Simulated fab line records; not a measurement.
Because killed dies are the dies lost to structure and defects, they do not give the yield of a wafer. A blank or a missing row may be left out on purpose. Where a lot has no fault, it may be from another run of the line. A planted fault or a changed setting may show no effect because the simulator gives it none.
A lot that was struck, set against a sound lot | flow n5 finfet | 32 steps out of a route of 1938
Sound: the wafers L499.1, L499.5, L499.6. Wafers L508.2, L508.3, L508.4 were the ones struck. The cause comes at the end.
Order at every step that has rows: each side's tool, ch and its chambers, its first start. Under that, the readings that differ: sound wafers | struck wafers | difference of the means | sigmas: that difference in standard deviations of wafers without a fault.
alike: readings whose means differ by less than 2 such deviations, and words and numbers that are the same on both sides. not compared: withheld readings, readings that some wafer has no value for, bounds like >300 that may hide the same value, and numbers for which the record gives no deviation and whose values overlap.
A row with sigmas, a row that says differs or no value, or rows on one side alone: a step with any of these is where the two part. Non-overlapping numbers with no deviation appear without sigmas and do not part them. A reading missing from all wafers of one side parts the sides only when that side holds two or more wafers.

first, 10 steps without rows for these wafers: N5_SD_EPI_P_SRD_20 (time 30 s); N5_SD_EPI_P_PRECLEAN_51 (cleans in NF3:NH3, afs cycles 1, time 20 s, sublimation time 60 s); N5_SD_EPI_P_VAPOR_ETCH_44 (etches SiGe30 in NF3/Ar, time 3.3 s); N5_SD_EPI_P_EPI_21 (deposits SiGe:B, time 355 s); N5_SD_EPI_P_HM_STRIP_48 (strips SiNx in H3PO4, material SiNx, target depth 3 nm); N5_SD_EPI_P_SRD_49 (time 30 s); N5_SD_EPI_P_PRECLEAN_24 (cleans in O3/DIW, time 45 s); N5_SD_EPI_P_PRECLEAN_32 (cleans in dHF, time 10 s); N5_SD_EPI_P_PRECLEAN_33 (cleans in SC2, time 45 s); N5_SD_EPI_P_SRD_25 (time 30 s).
N5_SD_ACTIVATION_RTA_00: time 0 s.
  sound on rtp anneal-02 ch 0, day 4 17:09; struck on rtp anneal-02 ch 0, day 7 00:52
  reading             | sound             | struck            | difference | sigmas
  lamp power pct (%)  | 8.96 8.85 8.96    | 8.54 8.51 8.62    | -0.37      | -7
  lamp_zone_1_pct (%) | 8.966 8.969 8.958 | 8.557 8.527 8.585 | -0.408     | -17
  lamp_zone_2_pct (%) | 8.937 9.004 8.952 | 8.526 8.600 8.577 | -0.397     | -14
  lamp_zone_3_pct (%) | 8.964 8.952 8.946 | 8.584 8.539 8.555 | -0.395     | -15
  lamp_zone_4_pct (%) | 8.971 8.916 9.011 | 8.564 8.548 8.552 | -0.411     | -16
  lamp_zone_5_pct (%) | 8.934 8.931 8.978 | 8.588 8.537 8.568 | -0.383     | -15
  lamp_zone_6_pct (%) | 8.887 8.877 8.877 | 8.521 8.482 8.514 | -0.375     | -14
  lamp_zone_7_pct (%) | 9.367 9.358 9.334 | 8.920 8.982 8.925 | -0.411     | -15
  alike: wafer_temp_C_max
then, 19 steps without rows for these wafers: N5_SD_ACTIVATION_LSA_01 (time 0.0008 s); N5_ILD0_LINER_00 (material SiNx, target thk 4 nm, pulse time 1 s, purge time 2 s); N5_ILD0_FCVD_FILL_01 (material SiO2 flowable, target thk 200 nm, time 328.3 s); N5_ILD0_CURE_02 (time 1800 s); N5_ILD0_CMP_03 (polishes, stops on SiNx, t overpolish 1.9 s, target thk 197.38 nm); N5_ILD0_CMP_07 (polishes SiO2 flowable, stops on poly-Si, t overpolish 1.18 s, target thk 138.88 nm); N5_ILD0_PRECLEAN_10 (cleans in NF3:NH3, afs cycles 5, time 20 s, sublimation time 60 s); N5_ILD0_ALD_15 (deposits SiNx, target thk 24 nm, pulse time 1 s, ald cycles 480); N5_ILD0_CMP_12 (polishes SiNx, stops on poly-Si, t overpolish 6 s, target thk 17.67 nm); N5_SDB_HM_DEP_00 (deposits SiNx from SiH4/NH3/N2, target thk 40 nm, time 35.3 s); N5_SDB_COAT_03 (time 60 s, resist thk 100 nm); N5_SDB_COAT_04 (time 60 s, resist thk 18 nm); N5_SDB_COAT_05 (resist thk 90 nm); N5_SDB_EBR_07; N5_SDB_SOFTBAKE_06 (time 60 s); N5_SDB_EXPOSE_08 (exposes mask SDB); N5_SDB_PEB_09 (peb time 60 s); N5_SDB_DEVELOP_10 (develop time 30 s); N5_SDB_DESCUM_16 (chemistry O2, time 7.9 s).
-- the record jumps here: 5 days lie between the struck wafers' starts before and after (it left off in module SDB and takes up again in module BEOL_M4, whose first step shown is number 1111 of the route) --
N5_BEOL_M4_RC_MEAS_101:
  sound on prober-02 ch 0, day 10 01:42; struck on prober-02 ch 0, day 11 18:33
  reading         | sound             | struck            | difference | sigmas
  DIBL_N (mV/V)   | 36.9 35.8 36.5    | 32.7 30.2 35.0    | -3.8       | -2
  IOFF_N (nA/um)  | 0.168 0.154 0.169 | 0.104 0.073 0.136 | -0.059     | -2
  ION_N (uA/um)   | 670 668 677       | 631 621 652       | -37        | -3
  REXT_N (ohm.um) | 75.1 73.8 74.2    | 89.7 89.4 89.0    | +15.0      | +8
  REXT_P (ohm.um) | 101.1 99.5 99.9   | 110.0 108.8 110.2 | +9.5       | +5
  SS_N (mV/dec)   | 71.9 71.7 72.0    | 70.7 70.2 70.7    | -1.3       | -2
  VT_N (mV)       | 248 250 249       | 256 264 254       | +9         | +3
  alike: DIBL_P, IOFF_P, ION_P, SS_P, VT_P
-- a jump in the record: the struck wafers' starts before and after are 4 days apart (it breaks off in module BEOL_M4 and resumes in module PASSIVATION, where the first step shown is number 1936 of the route) --
N5_PASSIVATION_PROBE_49:
  sound: prober-01 at day 14 04:50; struck: prober-02 at day 16 00:17
  reading              | sound          | struck         | difference | sigmas
  sort_bin_8_speed (%) | 0 0 0          | 4.15 33.22 0   | +12.46     | +99 or more
  sort n pass          | 1076 1060 1063 | 1026 682 1091  | -133       | -8
  sort yield pct (%)   | 91.2 89.8 90.1 | 86.9 57.8 92.5 | -11.3      | -8
  alike: defect limited yield, killed_at_M0_to_M3, killed_at_M4_up, killed at contacts, killed at front end, killed at other, killed dies, killed open, killed short, sort_bin_5_function, sort_bin_6_memory

## WHERE THEY PART
At N5_SD_ACTIVATION_RTA_00 first; at N5_PASSIVATION_PROBE_49 last (within this record only).

WHY: the cause the simulator had injected
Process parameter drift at N5_SD_ACTIVATION_RTA_00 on rtp anneal-02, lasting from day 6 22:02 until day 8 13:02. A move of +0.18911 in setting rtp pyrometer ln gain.
